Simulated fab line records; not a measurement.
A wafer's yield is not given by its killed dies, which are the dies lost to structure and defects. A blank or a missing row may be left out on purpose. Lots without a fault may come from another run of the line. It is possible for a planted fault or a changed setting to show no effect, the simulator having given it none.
Matching of chambers || flow n5_finfet || N5_DUMMY_GATE_ETCH_31 on rie_diel-04 has 4 sister chambers
The step etches SiO2 in C4F6/O2, target depth 82.5 nm, time 27.5 s. 4 wafers are shown with their chamber, then 7 later ones without.

WAFERS WITH THEIR CHAMBER
{"wafer": "L075.1", "chamber": 1, "rf_vpp_V (V)": 662}
{"wafer": "L087.4", "chamber": 3, "rf_vpp_V (V)": 670}
{"wafer": "L089.1", "chamber": 2, "rf_vpp_V (V)": 636}
{"wafer": "L089.3", "chamber": 0, "rf_vpp_V (V)": 673}

WAFERS WITHOUT THEIR CHAMBER
{"wafer": "L089.4", "rf_vpp_V (V)": 661}
{"wafer": "L090.1", "rf_vpp_V (V)": 672}
{"wafer": "L090.2", "rf_vpp_V (V)": 672}
{"wafer": "L090.6", "rf_vpp_V (V)": 671}
{"wafer": "L095.1", "rf_vpp_V (V)": 674}
{"wafer": "L095.2", "rf_vpp_V (V)": 660}
{"wafer": "L095.3", "rf_vpp_V (V)": 634}

WHICH CHAMBER EACH ONE RAN IN
{"wafer": "L089.4", "from the rows above": 1, "in truth": 1}
{"wafer": "L090.1", "from the rows above": "can't be placed: 0 or 3", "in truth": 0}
{"wafer": "L090.2", "from the rows above": "can't be placed: 0 or 3", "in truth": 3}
{"wafer": "L090.6", "from the rows above": "can't be placed: 3 or 0", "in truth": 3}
{"wafer": "L095.1", "from the rows above": 0, "in truth": 0}
{"wafer": "L095.2", "from the rows above": 1, "in truth": 1}
{"wafer": "L095.3", "from the rows above": 2, "in truth": 2}
Correctly placed: 4 of 7. Unplaceable from these rows: 3, with the true chamber sitting among the candidates in 3. Number placed wrongly: 0.
How it was worked out, from the rows above alone: a wafer's distance from a chamber is the root of the sum, over the readings, of the square of ((its reading less the chamber's mean) divided by the reading's scatter). If the next closest chamber is less than 2 further off than the closest, the wafer can't be placed; otherwise it belongs to the closest. Each chamber's mean is taken over the wafers shown for it. The scatter: with one shown wafer a chamber, the root of the mean of the squares of how far each hidden wafer lies from its nearest shown one.
